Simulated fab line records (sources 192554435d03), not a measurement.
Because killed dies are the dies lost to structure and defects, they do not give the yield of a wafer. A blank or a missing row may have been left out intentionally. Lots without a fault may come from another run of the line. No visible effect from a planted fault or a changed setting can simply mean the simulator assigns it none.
fab line records    flow n5-finfet
record: lots: 7  wafers: 21
route steps=1938 shown BEOL_M2@879 BEOL_M3@933
start-h: hours from the record's first day to the start of the lot's first wafer shown    wait-h: hours from the lot's prior step to this one    " identical to the entry in the row above    L1.1+2: a single row standing in for several wafers    - no value, or no start given    * or withheld: withheld    < > ~ a bound
route shown NAME@n: NAME is a module with steps in the file, n the number in the route of the first one    usual: mean and standard deviation over wafers with no fault    same: alike in all rows    chamber/n: place in a boat    sites: each site's reading    _std_site: standard deviation of those values    _edge_site: the outer-site mean with the inner-site mean subtracted    radius-mm: how far each site lies from the wafer's centre    mask NAME#n: copy n    behind: tool/chamber where the wafer was last shaped    hold: reason for holding the lot/hours on hold/outcome of the hold    device: the transistor (n, p or np) that didn't switch    end of line: the same wafers' tests at the end of the route    for a step that has no rows: nothing shown but its recipe    killed: count of dies lost to structure and defects at first sort (not the wafer's yield)    map: shows each die of a wafer: x if killed, . if not, _ if none is there
set.NAME: the setting as run; set.NAME@STEP: as run at that earlier step    model.NAME: the simulator's own value behind a step, which no gauge read
lots whose settings were changed on purpose; a table a step, a row a wafer
== steps ==
step: N5_BEOL_M2_DESCUM_33
recipe: chemistry: O2  time-s: 7  source-power-w: 50  bias-power-w: 20  pressure-mtorr: 20  rf-frequency-hz: 2.712e+07  temp-c: 40  resist: CAR-EUV  o2-flow-sccm: 225
lot.wafer   tool         chamber  start-h  wait-h  set.time-s  model.CAR-EUV_of_BEOL_M2_COAT_22.thk-nm
L074.3      rie-diel-04  3        136.33   0.0     7           26
L074.4+6    "            1,3      "        "       6.171       26.4
L075.3      rie-diel-05  0        146.75   0.2     5.665       26.6
L075.4+6    "            3,1      "        "       7           26
L082.2+5    rie-diel-04  3,2      181.46   0.0     7           26
L082.3      "            0        "        "       7           26.2
L083.1+6    rie-diel-03  0        186.84   0.4     7           26.2
L083.5      "            3        "        "       7           26.4
L087.3      rie-diel-04  1        213.93   0.0     7.574       25.6
L087.4      "            0        "        "       7           26
L087.6      "            1        "        "       7.574       25.8
L091.2+4+6  rie-diel-04  3,0,2    236.31   0.0     7           26
L092.4      rie-diel-03  2        240.50   0.0     7           26
L092.5+6    "            2,3      "        "       5.708       26.8
step: N5_BEOL_M2_ETCH_77
recipe: chemistry: N2/H2  target: underlayer  target-depth-a: 65  mask-material: CAR-EUV  time-s: 5.2  ion-energy-ev: 200  pressure-mtorr: 30  source-w: 840  bias-w: 150  n2-flow-sccm: 200  h2-flow-sccm: 200  ends: cleared
lot.wafer   tool         chamber  start-h  wait-h  set.time-s@BEOL_M2_DESCUM_33  model.CAR-EUV_of_BEOL_M2_COAT_22.thk-nm
L074.3      rie-diel-04  3        136.37   0.0     7                             20.4
L074.4      "            1        "        "       6.171                         20.6
L074.6      "            3        "        "       6.171                         20.8
L075.3      rie-diel-05  0        146.78   0.0     5.665                         20.8
L075.4+6    "            3,1      "        "       7                             20.2
L082.2+3+5  rie-diel-04  3,0,2    181.50   0.0     7                             20.4
L083.1+5+6  rie-diel-03  0,3,0    186.88   0.0     7                             20.6
L087.3      rie-diel-04  1        213.97   0.0     7.574                         19.8
L087.4      "            0        "        "       7                             20.4
L087.6      "            1        "        "       7.574                         20
L091.2+6    rie-diel-04  3,2      236.34   0.0     7                             20.2
L091.4      "            0        "        "       7                             20.4
L092.4      rie-diel-03  2        240.54   0.0     7                             20.4
L092.5+6    "            2,3      "        "       5.708                         21
step: N5_BEOL_M2_ETCH_69
recipe: chemistry: CF4  target: SiARC  target-depth-a: 156  mask-material: CAR-EUV  time-s: 26  ion-energy-ev: 80  pressure-mtorr: 40  source-w: 545  bias-w: 36  Ar_flow_sccm: 100  cf4-flow-sccm: 100  ends: cleared
lot.wafer  tool         chamber  start-h  wait-h  set.time-s@BEOL_M2_DESCUM_33  model.CAR-EUV_of_BEOL_M2_COAT_22.thk-nm
L074.3     rie-diel-04  3        136.39   0.0     7                             11
L074.4+6   "            1,3      "        "       6.171                         11.4
L075.3     rie-diel-05  0        146.80   0.0     5.665                         11.6
L075.4+6   "            3,1      "        "       7                             11
L082.2+5   rie-diel-04  3,2      181.51   0.0     7                             11
L082.3     "            0        "        "       7                             11.2
L083.1+6   rie-diel-03  0        186.90   0.0     7                             11.2
L083.5     "            3        "        "       7                             11.4
L087.3     rie-diel-04  1        213.98   0.0     7.574                         10.6
L087.4     "            0        "        "       7                             11.2
L087.6     "            1        "        "       7.574                         10.8
L091.2+6   rie-diel-04  3,2      236.36   0.0     7                             11
L091.4     "            0        "        "       7                             11.2
L092.4     rie-diel-03  2        240.56   0.0     7                             11.2
L092.5+6   "            2,3      "        "       5.708                         11.8
step: N5_BEOL_M2_ALD_98
recipe: material: SiO2  target-thk-a: 25  temp-c: 100  ald-precursor-family: BDEAS  ald-co-reactant: O2-plasma  pulse-time-s: 1  co-reactant-pulse-time-s: 1  purge-time-s: 2  co-reactant-purge-time-s: 2  ald-cycles: 17  pressure-torr: 2
step: N5_BEOL_M2_ETCHBACK_99
recipe: chemistry: CHF3  target: SiO2  target-depth-a: 50  time-s: 10.4  source-w: 215  bias-w: 47  Ar_flow_sccm: 200  CHF3_flow_sccm: 12  ion-energy-ev: 100  pressure-mtorr: 30
lot.wafer   tool         chamber  start-h  wait-h  set.time-s@BEOL_M2_DESCUM_33  model.CAR-EUV_of_BEOL_M2_COAT_22.thk-nm
L074.3      rie-diel-03  2        144.26   7.7     7                             10.4
L074.4      "            1        "        "       6.171                         10.6
L074.6      "            1        "        "       6.171                         10.8
L075.3      rie-diel-03  2        148.44   1.5     5.665                         11
L075.4      "            0        "        "       7                             10.2
L075.6      "            3        "        "       7                             10.4
L082.2+3+5  rie-diel-03  1,2,0    187.90   5.2     7                             10.4
L083.1+6    rie-diel-03  1,3      190.61   3.5     7                             10.6
L083.5      "            0        "        "       7                             10.8
L087.3+6    rie-diel-03  2        217.17   1.9     7.574                         10
L087.4      "            0        "        "       7                             10.4
L091.2+4    rie-diel-03  2,0      237.70   0.6     7                             10.4
L091.6      "            1        "        "       7                             10.2
L092.4      rie-diel-05  1        246.32   5.6     7                             10.4
L092.5      "            2        "        "       5.708                         11
L092.6      "            3        "        "       5.708                         11.2
step: N5_BEOL_M2_TRENCH_ETCH_37
recipe: chemistry: C4F6/O2  target-depth-a: 555.55  target: SiOC  time-s: 29.2  ion-energy-ev: 250  pressure-mtorr: 30  source-w: 355  bias-w: 185  Ar_flow_sccm: 300  C4F6_flow_sccm: 10  O2_flow_sccm: 10
usual: rf-vpp-V: 661/11
lot.wafer  tool         chamber  start-h  wait-h  set.source-w  rf-vpp-V
L074.3     rie-diel-03  2        -        -       355           667
L074.4     "            1        "        "       355           656
L074.6     "            1        "        "       355           658
L075.3     rie-diel-03  2        -        -       355           667
L075.4     "            0        "        "       355           662
L075.6     "            3        "        "       355           670
L082.2     rie-diel-03  1        -        -       355           657
L082.3     "            2        "        "       409.4         620
L082.5     "            0        "        "       409.4         615
L083.1     rie-diel-03  1        -        -       355           656
L083.5     "            0        "        "       355           662
L083.6     "            3        "        "       355           671
L087.3     rie-diel-03  2        -        -       413.6         617
L087.4     "            0        "        "       413.6         613
L087.6     "            2        "        "       413.6         616
L091.2     rie-diel-03  2        -        -       355           667
L091.4     "            0        "        "       303.7         716
L091.6     "            1        "        "       355           656
L092.4     rie-diel-05  1        -        -       313.5         688
L092.5     "            2        "        "       355           665
L092.6     "            3        "        "       313.5         686
step: N5_BEOL_M3_PECVD_72
recipe: material: SiO2  target-thk-a: 160  temp-c: 400  precursor: TEOS/O2  pressure-torr: 5.5  rf-w: 450  teos-flow-sccm: 53.8  gas: O2  flow-sccm: 3000  time-s: 18
lot.wafer  tool      chamber  start-h  wait-h  set.temp-c  model.SiO2_of_BEOL_M3_PECVD_72.thk-nm
L074.3     pecvd-02  1        148.88   0.0     389.2       17.2
L074.4     "         0        "        "       389.2       17.4
L074.6     "         1        "        "       400         16.4
L075.3     pecvd-02  0        154.51   0.0     384.9       17.4
L075.4     "         2        "        "       384.9       17.6
L075.6     "         1        "        "       400         16.4
L082.2     pecvd-04  2        192.53   0.0     400         15.8
L082.3     "         1        "        "       400         15.6
L082.5     "         1        "        "       400         16
L083.1     pecvd-04  2        195.15   0.0     400         15.6
L083.5+6   "         2,1      "        "       400         15.8
L087.3+6   pecvd-01  0        221.90   0.1     386.4       17.2
L087.4     "         2        "        "       400         15.8
L091.2     pecvd-04  0        242.47   0.0     400         15.6
L091.4     "         1        "        "       400         15.8
L091.6     "         0        "        "       409.9       15
L092.4     pecvd-02  0        250.70   0.1     400         16.2
L092.5     "         1        "        "       400         16
L092.6     "         2        "        "       406.6       15.4
step: N5_BEOL_M3_EXPOSE_08
recipe: mask-id: M3  na: 0.33  source-shape: dipole  sigma-inner: 0.369  sigma-outer: 0.767  polarization: unpolarized  dose-mj: 33
lot.wafer   tool            chamber  start-h  wait-h  mask  set.dose-mj
L074.3+4    euv-scanner-01  0        149.60   -       M3#0  33
L074.6      "               0        "        "       M3#0  34.85
L075.3+4+6  euv-scanner-01  0        155.50   -       M3#0  33
L082.2+5    euv-scanner-02  0        192.98   -       M3#0  33
L082.3      "               0        "        "       M3#0  34.4
L083.1+5+6  euv-scanner-01  0        195.78   -       M3#0  33
L087.3+4+6  euv-scanner-01  0        223.65   -       M3#0  33
L091.2+6    euv-scanner-02  0        246.57   -       M3#0  33
L091.4      "               0        "        "       M3#0  34.48
L092.4+5+6  euv-scanner-01  0        252.75   -       M3#0  33
step: N5_BEOL_M3_PEB_09
recipe: peb-temp-c: 100  peb-time-s: 60  resist: CAR-EUV
step: N5_BEOL_M3_DEVELOP_10
recipe: develop-time-s: 30  developer: TMAH  resist: CAR-EUV  rinse-liquid: surfactant-rinse  dry: air-spin  dev-temp-c: 23
step: N5_BEOL_M3_CD_MEAS_11
recipe: target-cd-nm: 17.05  landing-energy-ev: 500  detector: se-inlens  polarity: opening
usual: cd-nm: 17.10/0.22
lot.wafer  tool       chamber  start-h  wait-h  set.dose-mj@BEOL_M3_EXPOSE_08  cd-nm
L074.3     cd-sem-02  0        149.72   -       33                             17.26
L074.4     "          0        "        "       33                             17.41
L074.6     "          0        "        "       34.85                          18.46
L075.3     cd-sem-02  0        155.61   -       33                             17.33
L075.4     "          0        "        "       33                             17.47
L075.6     "          0        "        "       33                             17.03
L082.2     cd-sem-03  0        193.11   -       33                             17.23
L082.3     "          0        "        "       34.4                           18.04
L082.5     "          0        "        "       33                             17.36
L083.1     cd-sem-03  0        195.91   -       33                             16.90
L083.5     "          0        "        "       33                             16.91
L083.6     "          0        "        "       33                             17.11
L087.3     cd-sem-02  0        223.76   -       33                             17.33
L087.4     "          0        "        "       33                             17.45
L087.6     "          0        "        "       33                             17.41
L091.2     cd-sem-01  0        246.69   -       33                             17.23
L091.4     "          0        "        "       34.48                          18.09
L091.6     "          0        "        "       33                             17.21
L092.4     cd-sem-02  0        252.86   -       33                             17.04
L092.5     "          0        "        "       33                             16.86
L092.6     "          0        "        "       33                             17.07
step: N5_BEOL_M3_DESCUM_16
recipe: chemistry: O2  time-s: 7  source-power-w: 50  bias-power-w: 20  pressure-mtorr: 20  rf-frequency-hz: 2.712e+07  temp-c: 40  resist: CAR-EUV  o2-flow-sccm: 225
step: N5_BEOL_M3_ETCH_74
recipe: chemistry: N2/H2  target: underlayer  target-depth-a: 65  mask-material: CAR-EUV  time-s: 5.2  ion-energy-ev: 200  pressure-mtorr: 30  source-w: 840  bias-w: 150  n2-flow-sccm: 200  h2-flow-sccm: 200  ends: cleared
lot.wafer   tool         chamber  start-h  wait-h  set.dose-mj@BEOL_M3_EXPOSE_08  model.BEOL_M3.cd-offset-nm
L074.3      rie-diel-06  0        149.87   0.0     33                             0
L074.4      "            1        "        "       33                             0.2
L074.6      "            1        "        "       34.85                          1.2
L075.3+4+6  rie-diel-02  1,0,3    155.89   0.0     33                             0.2
L082.2      rie-diel-02  2        193.26   0.0     33                             0
L082.3      "            1        "        "       34.4                           1
L082.5      "            1        "        "       33                             0.2
L083.1+5    rie-diel-06  1,0      196.12   0.0     33                             -0.2
L083.6      "            1        "        "       33                             0
L087.3+6    rie-diel-06  2,3      223.92   0.0     33                             0
L087.4      "            1        "        "       33                             0.2
L091.2      rie-diel-01  3        246.95   0.0     33                             0
L091.4      "            1        "        "       34.48                          1.2
L091.6      "            0        "        "       33                             0.2
L092.4      rie-diel-02  3        253.02   0.0     33                             0
L092.5+6    "            1,2      "        "       33                             -0.2
step: N5_BEOL_M3_ETCH_63
recipe: chemistry: CF4  target: SiARC  target-depth-a: 156  mask-material: CAR-EUV  time-s: 26  ion-energy-ev: 80  pressure-mtorr: 40  source-w: 545  bias-w: 36  Ar_flow_sccm: 100  cf4-flow-sccm: 100  ends: cleared
lot.wafer  tool         chamber  start-h  wait-h  set.dose-mj@BEOL_M3_EXPOSE_08  model.BEOL_M3.cd-offset-nm
L074.3+4   rie-diel-06  0,1      149.89   0.0     33                             0.2
L074.6     "            1        "        "       34.85                          1.4
L075.3+4   rie-diel-02  1,0      155.91   0.0     33                             0.4
L075.6     "            3        "        "       33                             0
L082.2     rie-diel-02  2        193.28   0.0     33                             0
L082.3     "            1        "        "       34.4                           1
L082.5     "            1        "        "       33                             0.4
L083.1     rie-diel-06  1        196.14   0.0     33                             -0.2
L083.5     "            0        "        "       33                             -0.4
L083.6     "            1        "        "       33                             0
L087.3+6   rie-diel-06  2,3      223.94   0.0     33                             0
L087.4     "            1        "        "       33                             0.2
L091.2     rie-diel-01  3        246.97   0.0     33                             0
L091.4     "            1        "        "       34.48                          1
L091.6     "            0        "        "       33                             0.2
L092.4+5   rie-diel-02  3,1      253.03   0.0     33                             0
L092.6     "            2        "        "       33                             -0.2
step: N5_BEOL_M3_ETCH_64
recipe: chemistry: N2/H2  target: SOC  target-depth-a: 750  overetch-a: 150  mask-material: SiARC  temp-c: 40  time-s: 112.5  ion-energy-ev: 200  pressure-mtorr: 30  source-w: 840  bias-w: 150  n2-flow-sccm: 200  h2-flow-sccm: 200
lot.wafer  tool         chamber  start-h  wait-h  set.dose-mj@BEOL_M3_EXPOSE_08  model.BEOL_M3.cd-offset-nm
L074.3     rie-diel-06  0        149.92   0.0     33                             0.4
L074.4     "            1        "        "       33                             0.2
L074.6     "            1        "        "       34.85                          1.2
L075.3     rie-diel-02  1        155.94   0.0     33                             0.6
L075.4     "            0        "        "       33                             0.4
L075.6     "            3        "        "       33                             0.2
L082.2     rie-diel-02  2        193.31   0.0     33                             0
L082.3     "            1        "        "       34.4                           0.8
L082.5     "            1        "        "       33                             0.4
L083.1+5   rie-diel-06  1,0      196.17   0.0     33                             -0.4
L083.6     "            1        "        "       33                             0
L087.3     rie-diel-06  2        223.96   0.0     33                             0
L087.4+6   "            1,3      "        "       33                             0.2
L091.2     rie-diel-01  3        247.00   0.0     33                             0
L091.4     "            1        "        "       34.48                          1.2
L091.6     "            0        "        "       33                             0.2
L092.4     rie-diel-02  3        253.06   0.0     33                             0
L092.5     "            1        "        "       33                             -0.2
L092.6     "            2        "        "       33                             -0.4
step: N5_BEOL_M3_ALD_98
recipe: material: SiO2  target-thk-a: 25  temp-c: 100  ald-precursor-family: BDEAS  ald-co-reactant: O2-plasma  pulse-time-s: 1  co-reactant-pulse-time-s: 1  purge-time-s: 2  co-reactant-purge-time-s: 2  ald-cycles: 17  pressure-torr: 2
lot.wafer   tool        chamber  start-h  wait-h  set.ald-cycles  model.SiO2_of_BEOL_M3_ALD_98.thk-nm
L074.3      ald-sin-03  1        150.84   0.1     17              2.6
L074.4      "           0        "        "       16              2.4
L074.6      "           1        "        "       17              2.4
L075.3      ald-sin-04  0        156.90   0.1     20              3
L075.4+6    "           2        "        "       17              2.4
L082.2      ald-sin-03  0        194.68   0.1     17              2.4
L082.3+5    "           3,1      "        "       17              2.6
L083.1      ald-sin-04  3        197.25   0.1     17              2.6
L083.5+6    "           3,2      "        "       17              2.4
L087.3+4    ald-sin-04  0,2      224.91   0.1     19              2.8
L087.6      "           0        "        "       17              2.4
L091.2+4    ald-sin-02  0,2      248.36   0.5     16              2.4
L091.6      "           2        "        "       17              2.6
L092.4+5+6  ald-sin-02  0,2,3    254.29   0.1     17              2.6
step: N5_BEOL_M3_ETCH_70
recipe: chemistry: N2/H2  target: SOC  target-depth-a: 800  overetch-a: 160  mask-material: SiARC  temp-c: 40  time-s: 120  ion-energy-ev: 200  pressure-mtorr: 30  source-w: 840  bias-w: 150  n2-flow-sccm: 200  h2-flow-sccm: 200
usual: rf-vpp-V: 524.1/2.4
lot.wafer  tool         chamber  start-h  wait-h  set.bias-w  rf-vpp-V  model.SiARC_of_BEOL_M3_COAT_68.thk-nm
L074.3     rie-diel-02  0        153.14   0.0     150         525.6     6.4
L074.4     "            2        "        "       138.6       499.9     6.8
L074.6     "            3        "        "       138.6       495.9     7
L075.3     rie-diel-02  2        157.17   0.0     170.8       568.5     5.2
L075.4     "            3        "        "       150         521.6     6.4
L075.6     "            2        "        "       150         523.4     6.2
L082.2     rie-diel-06  0        194.98   0.0     150         523.2     6.6
L082.3     "            2        "        "       150         525.8     6.6
L082.5     "            3        "        "       150         527.1     6.2
L083.1     rie-diel-06  1        197.65   0.0     150         522.5     6.2
L083.5     "            1        "        "       150         522.3     6.2
L083.6     "            2        "        "       150         529.1     6.4
L087.3     rie-diel-02  2        228.13   0.0     128.2       473.5     7.2
L087.4     "            1        "        "       128.2       471.0     7.2
L087.6     "            0        "        "       150         525.6     6.2
L091.2     rie-diel-06  2        265.76   0.0     150         525.8     6.6
L091.4     "            3        "        "       150         527.4     6.4
L091.6     "            2        "        "       160.8       550.0     6
L092.4     rie-diel-01  1        266.13   0.0     156.8       541.2     6.2
L092.5     "            1        "        "       150         525.6     6.4
L092.6     "            2        "        "       156.8       540.3     6
step: N5_BEOL_M3_STRIP_71
recipe: chemistry: N2/H2  temp-c: 40  n2-flow-sccm: 200  h2-flow-sccm: 200  rf-frequency-hz: 6e+07
step: N5_BEOL_M3_STRIP_78
recipe: chemistry: N2/H2  temp-c: 40  n2-flow-sccm: 200  h2-flow-sccm: 200  rf-frequency-hz: 6e+07
step: N5_BEOL_M3_STRIP_97
recipe: chemistry: N2/H2  time-s: 10  power-w: 450  temp-c: 40  pressure-mtorr: 20  rf-frequency-hz: 6e+07  bias-power-w: 7  n2-flow-sccm: 200  h2-flow-sccm: 200
step: N5_BEOL_M3_HM_STRIP_39
recipe: chemistry: peroxide-tin-strip  material: TiN  target-depth-a: 250  temp-c: 50  time-s: 158
lot.wafer  tool          chamber  start-h  wait-h  set.temp-c@BEOL_M3_PECVD_72  model.SiO2_of_BEOL_M3_PECVD_72.thk-nm
L074.3     wet-bench-01  3        153.53   0.0     389.2                        17
L074.4     "             5        "        "       389.2                        17.4
L074.6     "             0        "        "       400                          16.2
L075.3+4   wet-bench-06  2,7      157.56   0.0     384.9                        17.4
L075.6     "             3        "        "       400                          16.4
L082.2+3   wet-bench-06  5,2      195.36   0.0     400                          15.6
L082.5     "             3        "        "       400                          15.8
L083.1+5   wet-bench-02  7,4      198.03   0.0     400                          15.6
L083.6     "             0        "        "       400                          15.8
L087.3+6   wet-bench-02  5,7      228.52   0.0     386.4                        17
L087.4     "             3        "        "       400                          15.6
L091.2     wet-bench-01  6        266.32   0.0     400                          15.4
L091.4     "             5        "        "       400                          15.6
L091.6     "             2        "        "       409.9                        14.8
L092.4     wet-bench-01  4        266.51   0.0     400                          16.2
L092.5     "             3        "        "       400                          15.8
L092.6     "             6        "        "       406.6                        15.4
== key ==
split: step: N5_BEOL_M2_DESCUM_33  setting: time-s  stated: 7  by: wafer
response: step: N5_BEOL_M2_DESCUM_33  reading: model.CAR-EUV_of_BEOL_M2_COAT_22.thk-nm  change: -0.0366  per: 1%  r: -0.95
response: step: N5_BEOL_M2_ETCH_77  reading: model.CAR-EUV_of_BEOL_M2_COAT_22.thk-nm  change: -0.0331  per: 1%  r: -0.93
response: step: N5_BEOL_M2_ETCH_69  reading: model.CAR-EUV_of_BEOL_M2_COAT_22.thk-nm  change: -0.0344  per: 1%  r: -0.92
response: step: N5_BEOL_M2_ETCHBACK_99  reading: model.CAR-EUV_of_BEOL_M2_COAT_22.thk-nm  change: -0.0363  per: 1%  r: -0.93
split: step: N5_BEOL_M2_TRENCH_ETCH_37  setting: source-w  stated: 355  by: wafer
response: step: N5_BEOL_M2_TRENCH_ETCH_37  reading: rf-vpp-V  change: -2.82  per: 1%  r: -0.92
split: step: N5_BEOL_M3_PECVD_72  setting: temp-c  stated: 400  by: wafer
response: step: N5_BEOL_M3_PECVD_72  reading: model.SiO2_of_BEOL_M3_PECVD_72.thk-nm  change: -0.339  per: 1%  r: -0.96
response: step: N5_BEOL_M3_HM_STRIP_39  reading: model.SiO2_of_BEOL_M3_PECVD_72.thk-nm  change: -0.333  per: 1%  r: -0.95
split: step: N5_BEOL_M3_EXPOSE_08  setting: dose-mj  stated: 33  by: wafer
response: step: N5_BEOL_M3_CD_MEAS_11  reading: cd-nm  change: +0.193  per: 1%  r: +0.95
response: step: N5_BEOL_M3_ETCH_74  reading: model.BEOL_M3.cd-offset-nm  change: +0.215  per: 1%  r: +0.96
response: step: N5_BEOL_M3_ETCH_63  reading: model.BEOL_M3.cd-offset-nm  change: +0.204  per: 1%  r: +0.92
response: step: N5_BEOL_M3_ETCH_64  reading: model.BEOL_M3.cd-offset-nm  change: +0.18  per: 1%  r: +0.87
split: step: N5_BEOL_M3_ALD_98  setting: ald-cycles  stated: 17  by: wafer
response: step: N5_BEOL_M3_ALD_98  reading: model.SiO2_of_BEOL_M3_ALD_98.thk-nm  change: +0.0329  per: 1%  r: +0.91
split: step: N5_BEOL_M3_ETCH_70  setting: bias-w  stated: 150  by: wafer
response: step: N5_BEOL_M3_ETCH_70  reading: rf-vpp-V  change: +3.49  per: 1%  r: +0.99
response: step: N5_BEOL_M3_ETCH_70  reading: model.SiARC_of_BEOL_M3_COAT_68.thk-nm  change: -0.0722  per: 1%  r: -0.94
